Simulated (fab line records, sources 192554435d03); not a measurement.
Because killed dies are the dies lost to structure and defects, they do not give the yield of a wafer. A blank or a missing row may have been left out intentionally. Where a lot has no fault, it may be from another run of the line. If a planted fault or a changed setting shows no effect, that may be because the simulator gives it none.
One fault through the eyes of 3 desks :: flow n5Finfet :: every desk sees just its own numbers, and what lay behind them comes last

== THE DEFECT DESK ==
Lot by lot, what the route's inspections counted, given as the mean of those sampled wafers with a number. Marked OUT: a lot whose mean sits more than 4 standard deviations from the usual mean, which makes it out of limits; the brackets give that distance.
Columns: A = rawDefectCount at N5_BEOL_M14_INSPECT_30, usual 2.2
lot: L515
first seen here: day 11 05:38
A: 2.3

lot: L521
first seen here: day 12 12:59
A: 1.0

lot: L522
first seen here: day 12 18:51
A: 1.0

lot: L524
first seen here: day 13 09:49
A: 3.0

lot: L527
first seen here: day 14 15:20
A: 2.5

lot: L531
first seen here: day 15 07:33
A: 3.0

lot: L530
first seen here: day 16 03:11
A: 2.7

lot: L534
first seen here: day 17 19:40
A: 2.0

lot: L536
first seen here: day 18 01:50
A: 2.7

lot: L537
first seen here: day 19 03:26
A: 2.7

lot: L535
first seen here: day 19 07:26
A: 1.0
Finding of this desk: none of the 11 lots has anything out of limits.

== FROM THE METROLOGY DESK ==
What the gauges read for every lot (on any tool): the sampled wafers with a number, averaged. Marked OUT: a lot whose mean sits more than 4 standard deviations from the usual mean, which makes it out of limits; the brackets give that distance.
Columns: A = V13_OVL at N5_BEOL_M14_OVL_MEAS_11, usual -5 nm
lot: L515
first seen here: day 11 04:45
A: -10

lot: L521
first seen here: day 12 11:59
A: -3

lot: L522
first seen here: day 12 17:37
A: -4

lot: L524
first seen here: day 13 08:47
A: -13

lot: L527
first seen here: day 14 14:19
A: -8

lot: L531
first seen here: day 15 06:41
A: -1

lot: L530
first seen here: day 16 02:19
A: 0

lot: L534
first seen here: day 17 18:40
A: -6

lot: L536
first seen here: day 18 00:50
A: -1

lot: L537
first seen here: day 19 02:17
A: 1

lot: L535
first seen here: day 19 06:26
A: -8
Finding of this desk: none of the 11 lots has anything out of limits.

== AT THE TOOL OWNER'S DESK: rieDiel-03 ==
The tool's own readings at N5_BEOL_M14_ETCH_67 (etches SiARC in CF4, target depth 143 nm, time 238.3 s): means of the sampled wafers that have a number, for each lot that ran on this tool. Marked OUT: a lot whose mean sits more than 4 standard deviations from the usual mean, which makes it out of limits; the brackets give that distance.
Columns: A = chamberPressureMTorr at N5_BEOL_M14_ETCH_67, usual 40.00 mTorr; B = drypumpMotorCurrentA at N5_BEOL_M14_ETCH_67, usual 5.7 A; C = etchRfOnTimeS at N5_BEOL_M14_ETCH_67, usual 240 s; D = oesProductAu at N5_BEOL_M14_ETCH_67, usual 0.70 a.u.; E = rfVppV at N5_BEOL_M14_ETCH_67, usual 184.1 V; F = showerheadPlenumPTorr at N5_BEOL_M14_ETCH_67, usual 2.16 Torr; G = throttleValvePct at N5_BEOL_M14_ETCH_67, usual 15.6 %
lot: L515
first seen here: day 11 05:55
A: 40.00
B: 5.5
C: 245
D: 0.59
E: 183.6
F: 2.10
G: 16.0

lot: L522
first seen here: day 12 18:55
A: 39.95
B: 5.8
C: 245
D: 0.71
E: 183.4
F: 2.08
G: 15.4

lot: L524
first seen here: day 13 09:54
A: 40.03
B: 5.7
C: 195 (-8.0) OUT
D: 0.90
E: 184.0
F: 2.10
G: 15.3

lot: L527
first seen here: day 14 15:28
A: 39.98
B: 5.2
C: 195 (-8.0) OUT
D: 0.76
E: 184.1
F: 2.06
G: 15.8

lot: L537
first seen here: day 19 03:54
A: 40.04
B: 5.5
C: 238
D: 0.74
E: 184.9
F: 2.18
G: 15.6
This desk finds L524, L527 out of limits, L524 being first, at day 13 09:54 (etchRfOnTimeS at N5_BEOL_M14_ETCH_67). L515, L522, L537: within limits.

== TAKEN TOGETHER ==
The tool owner's desk had the chance to raise an alarm at day 13 09:54 on L524, L527.
No out-of-limits result turned up at the defect desk.
At the metrology desk, nothing out of limits was observed.
The defect desk has L524, L527 on record, within its limits.
The metrology desk has L524, L527 on record, within its limits.
N5_BEOL_M14_ETCH_67 was run on rieDiel-03 by each of the lots named.

== WHAT THE SIMULATOR HAD PUT IN ==
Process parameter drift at N5_BEOL_M14_ETCH_67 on rieDiel-03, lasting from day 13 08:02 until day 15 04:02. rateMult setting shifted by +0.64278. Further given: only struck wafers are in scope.
Lots struck among those shown: L524, L527.
How many hours passed from the start of the fault until each desk's first out-of-limits reading: the tool owner's desk, 2.
